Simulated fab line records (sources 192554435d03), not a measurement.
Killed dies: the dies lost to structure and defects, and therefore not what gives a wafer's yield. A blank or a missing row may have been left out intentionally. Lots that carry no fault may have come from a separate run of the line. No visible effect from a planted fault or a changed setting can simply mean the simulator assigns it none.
Matching of chambers || flow n5 finfet || pecvd-02 running N5_BEOL_M4_ILD_DEP_00: 3 sister chambers
The step deposits SiOC from DEMS/O2, target thk 79 nm, time 15.3 s. 14 wafers are shown with their chamber, then 6 later ones without.

WAFERS PAIRED WITH THEIR CHAMBERS
{"wafer": "L442.1", "chamber": 0, "throttle valve pct (%)": 12.3, "showerhead plenum p Torr (Torr)": 5.668, "heater power w (W)": 376}
{"wafer": "L442.3", "chamber": 1, "throttle valve pct (%)": 12.5, "showerhead plenum p Torr (Torr)": 5.705, "heater power w (W)": 498}
{"wafer": "L442.5", "chamber": 0, "throttle valve pct (%)": 12.6, "showerhead plenum p Torr (Torr)": 5.684, "heater power w (W)": 369}
{"wafer": "L440.2", "chamber": 2, "throttle valve pct (%)": 11.7, "showerhead plenum p Torr (Torr)": 5.695, "heater power w (W)": 490}
{"wafer": "L440.3", "chamber": 0, "throttle valve pct (%)": 12.4, "showerhead plenum p Torr (Torr)": 5.689, "heater power w (W)": 450}
{"wafer": "L440.5", "chamber": 2, "throttle valve pct (%)": 11.4, "showerhead plenum p Torr (Torr)": 5.669, "heater power w (W)": 493}
{"wafer": "L447.2", "chamber": 0, "throttle valve pct (%)": 12.4, "showerhead plenum p Torr (Torr)": 5.684, "heater power w (W)": 391}
{"wafer": "L447.3", "chamber": 1, "throttle valve pct (%)": 12.5, "showerhead plenum p Torr (Torr)": 5.722, "heater power w (W)": 473}
{"wafer": "L447.5", "chamber": 0, "throttle valve pct (%)": 12.6, "showerhead plenum p Torr (Torr)": 5.685, "heater power w (W)": 393}
{"wafer": "L456.1", "chamber": 1, "throttle valve pct (%)": 12.5, "showerhead plenum p Torr (Torr)": 5.729, "heater power w (W)": 475}
{"wafer": "L456.2", "chamber": 2, "throttle valve pct (%)": 11.8, "showerhead plenum p Torr (Torr)": 5.678, "heater power w (W)": 466}
{"wafer": "L456.5", "chamber": 2, "throttle valve pct (%)": 11.4, "showerhead plenum p Torr (Torr)": 5.680, "heater power w (W)": 465}
{"wafer": "L457.2", "chamber": 0, "throttle valve pct (%)": 12.5, "showerhead plenum p Torr (Torr)": 5.676, "heater power w (W)": 395}
{"wafer": "L457.3", "chamber": 1, "throttle valve pct (%)": 12.7, "showerhead plenum p Torr (Torr)": 5.721, "heater power w (W)": 524}

SIGNATURES (means of the wafers above)
{"reading": "throttle valve pct", "chamber 0": 12.467, "chamber 1": 12.550, "chamber 2": 11.575, "scatter within a chamber": 0.145}
{"reading": "showerhead plenum p Torr", "chamber 0": 5.68100, "chamber 1": 5.71925, "chamber 2": 5.68050, "scatter within a chamber": 0.00929}
{"reading": "heater power w", "chamber 0": 395.67, "chamber 1": 492.50, "chamber 2": 478.50, "scatter within a chamber": 24.3}
Rule: a wafer lies at a distance from a chamber equal to the root of the sum of squares, over the readings, of (its reading less the chamber's mean, divided by the reading's scatter). The wafer belongs to the nearest chamber; if the next one is less than 2 further off, it can't be placed. The scatter is the square root of a quotient: the sum, over the shown wafers, of each reading's squared deviation from its chamber's mean, divided by wafers minus chambers.

WAFERS WITH NO CHAMBER GIVEN
{"wafer": "L457.4", "throttle valve pct (%)": 12.4, "showerhead plenum p Torr (Torr)": 5.679, "heater power w (W)": 401}
{"wafer": "L460.1", "throttle valve pct (%)": 12.7, "showerhead plenum p Torr (Torr)": 5.682, "heater power w (W)": 446}
{"wafer": "L460.4", "throttle valve pct (%)": 12.7, "showerhead plenum p Torr (Torr)": 5.732, "heater power w (W)": 513}
{"wafer": "L460.6", "throttle valve pct (%)": 12.4, "showerhead plenum p Torr (Torr)": 5.673, "heater power w (W)": 363}
{"wafer": "L463.5", "throttle valve pct (%)": 12.4, "showerhead plenum p Torr (Torr)": 5.671, "heater power w (W)": 397}
{"wafer": "L463.6", "throttle valve pct (%)": 11.7, "showerhead plenum p Torr (Torr)": 5.663, "heater power w (W)": 475}

CHAMBER TAKEN BY EACH
{"wafer": "L457.4", "from the rows above": 0, "in truth": 0}
{"wafer": "L460.1", "from the rows above": "can't be placed: 0 or 1", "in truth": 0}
{"wafer": "L460.4", "from the rows above": 1, "in truth": 1}
{"wafer": "L460.6", "from the rows above": 0, "in truth": 0}
{"wafer": "L463.5", "from the rows above": 0, "in truth": 0}
{"wafer": "L463.6", "from the rows above": 2, "in truth": 2}
Placed correctly: 5 of 6. Cannot be placed on the basis of these rows: 1; the candidates contain the true chamber in 1. Number placed wrongly: 0.
